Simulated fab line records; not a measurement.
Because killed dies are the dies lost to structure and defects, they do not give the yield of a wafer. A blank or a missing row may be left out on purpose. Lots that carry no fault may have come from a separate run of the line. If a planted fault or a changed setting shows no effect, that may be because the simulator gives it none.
Problem report in the 8D (eight disciplines) form, filled by code -- flow n5-finfet -- the parts of the form that need people (team, actions taken, sign-off) are left out

## 1. WHAT IS WRONG
Mean of bias-w at N5_BEOL_M2_TRENCH_ETCH_37: 195.7 W across 6 wafers in 2 lots; on wafers with no fault it is 185.0 W (standard deviation 0.53). Measured from the usual mean, that is +20 standard deviations.
The step: etches SiOC in C4F6/O2, target depth 55.555 nm, time 29.2 s.
First observed at day 10 11:46: wafer L885.2, on rie-diel-05. The record has a number at this step for 27 wafers belonging to 9 lots. The rule behind "out" and "out of limits": a value lying over 4 standard deviations away from the usual mean. The rest of the wafers with a number are treated as sound.

## 2. WHAT THIS IS AND IS NOT
question,is,is not
which readings at this step,bias-w,"C4F6_flow_sccm, throttle-valve-pct"
which lots,"L884, L885","L872, L877, L878, L888, L889, L891, L893"
which wafers of those lots,all that have a number,-
read on which tools,rie-diel-05,"rie-diel-01, rie-diel-03"
when,from day 10 11:46,"up to then (9 sound wafers); but 12 sound wafers of L888, L889, L891, L893 came after"

## 3. SUSPECTS, AND WHAT RULES EACH OUT
Counting: a tool stays on the suspect list if, at a process step up to the reading, it processed all lots that are out and no sound lot following the first of them.
- rie-diel-05 at N5_BEOL_M2_ETCH_70 (etches SOC in N2/H2, target depth 80 nm, overetch 24 nm, time 130 s): kept. Every lot that is out went through it, starting with L885 (day 10 11:33), and after that it ran no sound lot; the last sound lot it ran before then is L878 (day 9 05:56).
- rie-diel-05 at N5_BEOL_M2_TRENCH_ETCH_37 (etches SiOC in C4F6/O2, target depth 55.555 nm, time 29.2 s): kept. Every lot that is out went through it, starting with L885 (day 10 11:46), and after that it ran no sound lot; the last sound lot it ran before then is L878 (day 9 06:08). Its own readings are out on those wafers: bias-w.
What counting leaves: rie-diel-05 at N5_BEOL_M2_ETCH_70 and rie-diel-05 at N5_BEOL_M2_TRENCH_ETCH_37.

## 4. THE CAUSE (what the simulator had put in)
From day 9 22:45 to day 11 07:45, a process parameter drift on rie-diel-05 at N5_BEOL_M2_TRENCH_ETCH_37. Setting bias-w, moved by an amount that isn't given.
Counting leaves 2 suspects; this tool is one of them.

## 5. SEQUENCE OF EFFECTS, ordered by route
Each row: a reading where the mean over the struck wafers with a number is more than 3 standard deviations away from the usual. Readings are gone through only where the record gives a usual standard deviation; hours: the median, over the lots, of the time from a lot's start at the first step in this table giving one to that lot's start at this step; sigmas: the change measured in usual standard deviations.
hours,step,reading,usual,on struck wafers,change,sigmas
0,N5_BEOL_M2_TRENCH_ETCH_37,bias-w,185.0 W,195.7,+10.7,+20
0,N5_BEOL_M2_TRENCH_ETCH_37,rf-vpp-V,669 V,718,+49,+3.1
Here are the process steps it includes:
- N5_BEOL_M2_TRENCH_ETCH_37: etches SiOC in C4F6/O2, target depth 55.555 nm, time 29.2 s.
At these later measuring or inspecting steps, every struck wafer for which the step has a row has a number for every such reading, and none has moved that far: N5_BEOL_M4_RC_MEAS_101.

## 6. HOW IT WOULD HAVE BEEN CAUGHT EARLIER
13 hours passed between the start of the fault at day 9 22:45 and the first reading out of limits in this record, taken at day 10 11:46.
